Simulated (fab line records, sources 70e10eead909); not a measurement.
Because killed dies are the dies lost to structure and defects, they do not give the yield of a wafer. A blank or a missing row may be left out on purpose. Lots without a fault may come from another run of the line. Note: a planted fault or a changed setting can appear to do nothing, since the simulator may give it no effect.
fab line records | flow nand_harc | part 2 of 2: steps 25 to 34 of 34
[record] lots = 5 | wafers = 15 | last_day = 32
route steps=1302 shown P_GATE@149
lots with no fault: from the same line, run without faults
start_h: hours from the record's opening day to when the first of the lot's shown wafers began | wait_h: hours from the lot's prior step to this one | " unchanged from the row above | L1.1+2: one row covering several wafers at once | - no value, or no start given | * or withheld: withheld | < > ~ a bound
route shown NAME@n: a module of which the file shows steps, and the number in the route of the first | usual: mean/standard deviation taken from wafers without a fault | same: alike in all rows | chamber/n: place in a boat | sites: each site's reading | _std_site: standard deviation of those values | _edge_site: mean of outer sites minus mean of inner sites | radius_mm: for every site, how far away it sits from the centre of the wafer | mask NAME#n: copy n | behind: the most recent tool/chamber to have shaped the wafer | hold: reason for holding the lot/hours on hold/outcome of the hold | device: the transistor (n, p or np) that didn't switch | end of line: tests run on the same wafers once the route is complete | a step given without rows: its recipe and nothing more | killed: count of dies lost to structure and defects at first sort (not the wafer's yield) | map: the dies of a wafer, with x for killed, . for not killed, _ for no die there
set.NAME: the setting that was run; set.NAME@STEP: the one run at that earlier step | model.NAME: the simulator's own value behind a step, which no gauge read
lots at some steps of the route; a table a step, a row a wafer
services: from which hour (start_h, from the record's first day; less than 0 if before it) a tool's chamber was out of use, for how many hours, and why
[[steps]]
[step NHARC_P_GATE_IMPLANT_49]
[recipe] energy_kev = 30 | dose_cm2 = 3e+15 | tilt_deg = 7
lot.wafer  | tool         | chamber | start_h | wait_h
L075.1+4+5 | implanter-02 | 0       | 123.35  | 0.1
L085.2+3+5 | implanter-01 | 0       | 225.04  | 0.1
L092.3+5+6 | implanter-01 | 0       | 287.03  | 0.2
L093.1+5+6 | implanter-02 | 0       | 296.44  | 0.1
L096.1+2+3 | implanter-02 | 0       | 328.40  | 0.1
[step NHARC_P_GATE_STRIP_111]
[recipe] power_w = 1500 | temp_c = 110 | time_s = 250 | chemistry = N2/H2
[usual] drypump_motor_current_A = 5.9/0.49 | heater_power_w = 104/11
lot.wafer | tool            | chamber | start_h | wait_h | drypump_motor_current_A | heater_power_w | rf_hours_counter_h
L075.1    | plasma_asher-02 | 0       | 123.57  | 0.2    | 5.2                     | 84             | 6
L075.4    | "               | 1       | "       | "      | 6.6                     | 110            | -
L075.5    | "               | 0       | "       | "      | 5.2                     | 83             | -
L085.2    | plasma_asher-01 | 0       | 225.23  | 0.2    | 5.5                     | 101            | 10
L085.3    | "               | 0       | "       | "      | 5.5                     | 101            | -
L085.5    | "               | 1       | "       | "      | 6.1                     | 116            | -
L092.3    | plasma_asher-01 | 1       | 287.34  | 0.3    | 6.2                     | 117            | -
L092.5    | "               | 0       | "       | "      | 5.5                     | 101            | -
L092.6    | "               | 1       | "       | "      | 6.1                     | 115            | -
L093.1    | plasma_asher-02 | 1       | 296.71  | 0.2    | 6.6                     | 110            | 8
L093.6    | "               | 0       | "       | "      | 5.2                     | 81             | -
L093.5    | "               | 1       | "       | "      | 6.7                     | 109            | -
L096.1    | plasma_asher-01 | 0       | 328.65  | 0.2    | 5.5                     | 100            | 34
L096.2    | "               | 1       | "       | "      | 6.1                     | 116            | 34
L096.3    | "               | 0       | "       | "      | 5.5                     | 98             | -
[step NHARC_P_GATE_STRIP_75]
[recipe] power_w = 1500 | temp_c = 250 | chemistry = O2
[usual] drypump_motor_current_A = 5.9/0.49 | heater_power_w = 389/42
lot.wafer | tool            | chamber | start_h | wait_h | drypump_motor_current_A | heater_power_w | rf_hours_counter_h
L075.1    | plasma_asher-02 | 0       | 123.87  | 0.3    | 5.2                     | 317            | 7
L075.4    | "               | 1       | "       | "      | 6.6                     | 412            | -
L075.5    | "               | 0       | "       | "      | 5.2                     | 316            | -
L085.2    | plasma_asher-01 | 0       | 225.54  | 0.3    | 5.5                     | 374            | 10
L085.3    | "               | 0       | "       | "      | 5.5                     | 378            | -
L085.5    | "               | 1       | "       | "      | 6.2                     | 427            | -
L092.3    | plasma_asher-01 | 1       | 287.53  | 0.1    | 6.2                     | 431            | -
L092.5    | "               | 0       | "       | "      | 5.5                     | 374            | -
L092.6    | "               | 1       | "       | "      | 6.1                     | 432            | -
L093.1    | plasma_asher-02 | 1       | 296.97  | 0.2    | 6.7                     | 398            | 8
L093.6    | "               | 0       | "       | "      | 5.2                     | 305            | -
L093.5    | "               | 1       | "       | "      | 6.6                     | 414            | -
L096.1    | plasma_asher-01 | 0       | 328.95  | 0.3    | 5.5                     | 372            | 34
L096.2    | "               | 1       | "       | "      | 6.1                     | 435            | 34
L096.3    | "               | 0       | "       | "      | 5.5                     | 378            | -
[step NHARC_P_GATE_STRIP_50]
[recipe] time_s = 900 | temp_c = 130 | chemistry = SPM
lot.wafer  | tool         | chamber | start_h | wait_h
L075.5+1+4 | wet_bench-05 | 0,2,3   | 124.03  | 0.1
L085.5+2+3 | wet_bench-05 | 2,4,6   | 225.69  | 0.1
L092.3+5+6 | wet_bench-05 | 1,3,4   | 287.66  | 0.1
L093.6+1+5 | wet_bench-02 | 4,7,0   | 297.11  | 0.1
L096.1+2+3 | wet_bench-06 | 6,1,2   | 329.10  | 0.1
[step NHARC_P_GATE_DEHYDRATE_51]
[recipe] temp_c = 150 | time_s = 120
[usual] chill_plate_temp_C = 23.01/0.097 | heater_power_total_W = 182.5/1.2
lot.wafer | tool           | chamber | start_h | wait_h | chill_plate_temp_C | heater_power_total_W
L075.1    | litho_track-07 | 0       | 124.37  | -      | 23.02              | 182.6
L075.4    | "              | 0       | "       | "      | 22.87              | 180.6
L075.5    | "              | 0       | "       | "      | 22.95              | 183.6
L085.2    | litho_track-07 | 0       | 226.04  | -      | 23.01              | 184.2
L085.3    | "              | 0       | "       | "      | 23.01              | 183.8
L085.5    | "              | 0       | "       | "      | 23.00              | 181.2
L092.3    | litho_track-03 | 0       | 288.00  | -      | 23.26              | 181.7
L092.5    | "              | 0       | "       | "      | 23.02              | 183.7
L092.6    | "              | 0       | "       | "      | 22.95              | 183.7
L093.1    | litho_track-05 | 0       | 297.46  | -      | 22.98              | 181.6
L093.5    | "              | 0       | "       | "      | 22.85              | 181.4
L093.6    | "              | 0       | "       | "      | 23.05              | 182.1
L096.1    | litho_track-03 | 0       | 329.44  | -      | 22.93              | 182.0
L096.2    | "              | 0       | "       | "      | 22.89              | 181.8
L096.3    | "              | 0       | "       | "      | 22.96              | 183.0
[step NHARC_P_GATE_HMDS_52]
[recipe] time_s = 30
[usual] chill_plate_temp_C = 22.99/0.12
lot.wafer | tool           | chamber | start_h | wait_h | chill_plate_temp_C
L075.1    | litho_track-07 | 0       | -       | -      | 23.15
L075.4    | "              | 0       | "       | "      | 22.84
L075.5    | "              | 0       | "       | "      | 22.93
L085.2    | litho_track-07 | 0       | -       | -      | 23.07
L085.3    | "              | 0       | "       | "      | 22.79
L085.5    | "              | 0       | "       | "      | 22.79
L092.3    | litho_track-03 | 0       | -       | -      | 23.06
L092.5    | "              | 0       | "       | "      | 22.94
L092.6    | "              | 0       | "       | "      | 23.10
L093.1    | litho_track-05 | 0       | -       | -      | 23.08
L093.5    | "              | 0       | "       | "      | 23.12
L093.6    | "              | 0       | "       | "      | 23.15
L096.1    | litho_track-03 | 0       | -       | -      | 23.04
L096.2    | "              | 0       | "       | "      | 22.97
L096.3    | "              | 0       | "       | "      | 23.11
[step NHARC_P_GATE_COAT_53]
[recipe] spin_rpm = 3000
[usual] chill_plate_temp_C = 23.01/0.1
lot.wafer | tool           | chamber | start_h | wait_h | chill_plate_temp_C
L075.1    | litho_track-07 | 0       | -       | -      | 23.08
L075.4    | "              | 0       | "       | "      | 22.98
L075.5    | "              | 0       | "       | "      | 22.99
L085.2    | litho_track-07 | 0       | -       | -      | 23.01
L085.3    | "              | 0       | "       | "      | 22.96
L085.5    | "              | 0       | "       | "      | 23.08
L092.3    | litho_track-03 | 0       | -       | -      | 23.02
L092.5    | "              | 0       | "       | "      | 22.97
L092.6    | "              | 0       | "       | "      | 22.98
L093.1    | litho_track-05 | 0       | -       | -      | 23.02
L093.5    | "              | 0       | "       | "      | 22.84
L093.6    | "              | 0       | "       | "      | 23.03
L096.1    | litho_track-03 | 0       | -       | -      | 22.93
L096.2    | "              | 0       | "       | "      | 22.96
L096.3    | "              | 0       | "       | "      | 23.06
[step NHARC_P_GATE_SOFTBAKE_54]
[recipe] temp_c = 122 | time_s = 95
[usual] chill_plate_temp_C = 22.99/0.096 | heater_power_total_W = 160.0/0.5
lot.wafer | tool           | chamber | start_h | wait_h | chill_plate_temp_C | heater_power_total_W
L075.1    | litho_track-07 | 0       | -       | -      | 23.07              | 159.3
L075.4    | "              | 0       | "       | "      | 23.03              | 159.8
L075.5    | "              | 0       | "       | "      | 23.17              | 159.3
L085.2    | litho_track-07 | 0       | -       | -      | 22.90              | 160.5
L085.3    | "              | 0       | "       | "      | 22.95              | 160.3
L085.5    | "              | 0       | "       | "      | 22.90              | 159.0
L092.3    | litho_track-03 | 0       | -       | -      | 23.07              | 159.9
L092.5    | "              | 0       | "       | "      | 23.14              | 160.6
L092.6    | "              | 0       | "       | "      | 23.22              | 159.8
L093.1    | litho_track-05 | 0       | -       | -      | 22.87              | 160.6
L093.5    | "              | 0       | "       | "      | 23.04              | 159.9
L093.6    | "              | 0       | "       | "      | 23.04              | 159.9
L096.1    | litho_track-03 | 0       | -       | -      | 22.93              | 159.5
L096.2    | "              | 0       | "       | "      | 22.88              | 159.6
L096.3    | "              | 0       | "       | "      | 22.87              | 160.1
[step NHARC_P_GATE_EBR_55]
[usual] chill_plate_temp_C = 23.02/0.093
lot.wafer | tool           | chamber | start_h | wait_h | chill_plate_temp_C
L075.1    | litho_track-07 | 0       | -       | -      | 23.08
L075.4    | "              | 0       | "       | "      | 23.01
L075.5    | "              | 0       | "       | "      | 23.23
L085.2    | litho_track-07 | 0       | -       | -      | 23.09
L085.3    | "              | 0       | "       | "      | 23.03
L085.5    | "              | 0       | "       | "      | 23.04
L092.3    | litho_track-03 | 0       | -       | -      | 23.01
L092.5    | "              | 0       | "       | "      | 23.02
L092.6    | "              | 0       | "       | "      | 22.89
L093.1    | litho_track-05 | 0       | -       | -      | 23.08
L093.5    | "              | 0       | "       | "      | 23.06
L093.6    | "              | 0       | "       | "      | 23.08
L096.1    | litho_track-03 | 0       | -       | -      | 23.05
L096.2    | "              | 0       | "       | "      | 22.89
L096.3    | "              | 0       | "       | "      | 23.02
[step NHARC_P_GATE_EXPOSE_56]
[recipe] na = 0.6 | target_cd_nm = 720 | dose_mj = 14.81 | mask_id = P_PSD
[usual] reticle_temp_C = 23.00/0.11
lot.wafer | tool           | chamber | start_h | wait_h | mask    | reticle_temp_C
L075.1    | krf_scanner-02 | 0       | 124.64  | -      | P_PSD#0 | 23.02
L075.4    | "              | 0       | "       | "      | P_PSD#0 | 23.05
L075.5    | "              | 0       | "       | "      | P_PSD#0 | 22.99
L085.2    | krf_scanner-04 | 0       | 226.19  | -      | P_PSD#0 | 22.99
L085.3    | "              | 0       | "       | "      | P_PSD#0 | 23.14
L085.5    | "              | 0       | "       | "      | P_PSD#0 | 23.19
L092.3    | krf_scanner-02 | 0       | 288.28  | -      | P_PSD#0 | 22.80
L092.5    | "              | 0       | "       | "      | P_PSD#0 | 22.83
L092.6    | "              | 0       | "       | "      | P_PSD#0 | 22.85
L093.1    | krf_scanner-02 | 0       | 297.60  | -      | P_PSD#0 | 23.09
L093.5    | "              | 0       | "       | "      | P_PSD#0 | 22.97
L093.6    | "              | 0       | "       | "      | P_PSD#0 | 22.97
L096.1    | krf_scanner-02 | 0       | 329.71  | -      | P_PSD#0 | 23.06
L096.2    | "              | 0       | "       | "      | P_PSD#0 | 22.91
L096.3    | "              | 0       | "       | "      | P_PSD#0 | 23.05
[[services]]
tool            | chamber | start_h | hours | kind
rie_diel-12     | 1       | 90.37   | 12.6  | repair
rie_diel-12     | -       | 91.40   | 9.0   | pm
krf_scanner-02  | -       | 94.00   | 4.0   | pm
litho_track-03  | -       | 100.00  | 7.0   | pm
rie_diel-05     | 3       | 109.15  | 12.5  | repair
litho_track-05  | -       | 124.00  | 7.0   | pm
rie_diel-01     | -       | 124.55  | 0.7   | repair
krf_scanner-02  | -       | 144.89  | 5.8   | repair
wet_bench-06    | -       | 155.21  | 0.8   | repair
rie_diel-01     | 3       | 158.58  | 3.0   | repair
plasma_asher-01 | -       | 166.38  | 9.0   | pm
krf_scanner-02  | -       | 190.80  | 0.8   | repair
wet_bench-06    | -       | 193.60  | 8.0   | pm
rie_diel-01     | -       | 203.80  | 9.0   | pm
rie_diel-01     | -       | 222.88  | 0.7   | repair
rie_diel-05     | -       | 229.60  | 9.0   | pm
wet_bench-02    | -       | 244.00  | 8.0   | pm
litho_track-07  | -       | 251.00  | 7.0   | pm
wet_bench-05    | -       | 260.80  | 8.0   | pm
krf_scanner-02  | -       | 266.00  | 4.0   | pm
litho_track-03  | -       | 275.00  | 7.0   | pm
litho_track-05  | -       | 299.00  | 7.0   | pm
rie_diel-05     | 1       | 320.73  | 5.1   | repair
rie_diel-05     | 2       | 322.31  | 4.4   | repair
